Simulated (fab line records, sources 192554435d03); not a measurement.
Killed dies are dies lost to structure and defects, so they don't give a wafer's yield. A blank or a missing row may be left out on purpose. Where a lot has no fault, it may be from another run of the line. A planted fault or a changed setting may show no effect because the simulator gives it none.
Comparing a struck lot with a sound one -- flow n5 finfet -- 14 out of 1938 route steps
Sound: the wafers L457.1, L457.4, L457.5. Struck: wafers L451.1, L451.4, L451.5. Last of all comes the cause.
Order at every step that has rows: each side's tool, ch and its chambers, its first start. Under that, the readings that differ: sound wafers -- struck wafers -- difference of the means -- sigmas: that difference in standard deviations of wafers without a fault.
alike: readings with means less than 2 such deviations apart, plus words and numbers identical on both sides. not compared: withheld readings, readings lacking a value on some wafer, bounds such as >300 that could conceal the same value, and numbers that have no deviation in the record and whose values overlap.
A row with sigmas, a row that says differs or no value, or rows on one side alone: a step with any of these is where the two part. Numbers that don't overlap but have no deviation are shown without sigmas and don't part them. A reading missing from all wafers of one side parts the sides only when that side holds two or more wafers.

first, 9 steps without rows for these wafers: N5_BEOL_M0_CUTY_DEVELOP_56 (develop time 30 s); N5_BEOL_M0_CUTY_DESCUM_61 (chemistry O2, time 7.9 s); N5_BEOL_M0_CUTY_ETCH_62 (etches SiARC in CF4, time 58.5 s); N5_BEOL_M0_CUTY_ETCH_63 (etches SOC in N2/H2, target depth 82.7 nm, overetch 16.5 nm, time 124 s); N5_BEOL_M0_CUTY_STRIP_64 (strips in N2/H2); N5_BEOL_M0_ETCH_138 (etches SiCN in CH3F/O2, target depth 12 nm, time 31.6 s); N5_BEOL_M0_HM_OPEN_105 (chemistry Cl2/BCl3, target TiN, target depth 12 nm); N5_BEOL_M0_STRIP_140 (strips in CF4); N5_BEOL_M0_STRIP_104 (strips in N2/H2).
N5_BEOL_M0_WET_ETCH_106: etches SiO2 in DHF, target depth 130 nm, rinse time 30 s.
  sound on wet bench-04 ch 2,5,6, day 11 15:09; struck on wet bench-04 ch 2,3,7, day 10 02:43
  no value came back on the struck wafers for bath heat duty pct (%), rinse temp c (C); on the sound wafers bath heat duty pct (%) reads 6.5 5.7 7.5
reading,sound,struck,difference,sigmas
model.SiO2_of_BEOL_M0_SAQP_ALD_48.thk nm (nm),0 0 0,11.8 11.4 11.2,+11.5,
N5_BEOL_M0_ETCH_128: etches SiCN in CF4/N2, target depth 12 nm, overetch 5.1 nm, time 21.4 s.
  sound on rie diel-01 ch 0,2, day 11 15:28; struck on rie diel-01 ch 0,1, day 10 03:17
reading,sound,struck,difference,sigmas
model.etch.depth nm (nm),8.778 8.815 8.855,11.79 11.46 11.27,+2.69,
  alike: bias w, cf4 flow sccm, chamber pressure mTorr, drypump motor current A, oes product au, rf vpp V, showerhead plenum p Torr, throttle valve pct
  not compared: rf hours counter h
then, 1 step without rows for these wafers: N5_BEOL_M0_TRENCH_ETCH_107 (etches SiOC in C4F6/O2, target depth 32.8 nm, time 16.4 s).
N5_BEOL_M4_RC_MEAS_101:
  the record has rows for the sound wafers here (prober-01 ch 0, day 15 22:19) and none for the struck ones
-- a jump in the record: the struck wafers' starts before and after are 8 days apart (it breaks off in module BEOL_M4 and resumes in module PASSIVATION, where the first step shown is number 1936 of the route) --
N5_PASSIVATION_PROBE_49:
  only the struck wafers here have rows in the record (prober-01, day 18 11:17); the sound ones have none

WHERE THEY PART
Last at N5_PASSIVATION_PROBE_49 as far as this record goes, first at N5_BEOL_M0_WET_ETCH_106.

WHY: what had been put in by the simulator
Whole step skipped at N5_BEOL_M0_WET_ETCH_106 on wet bench-04, starting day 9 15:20. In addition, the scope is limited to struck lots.
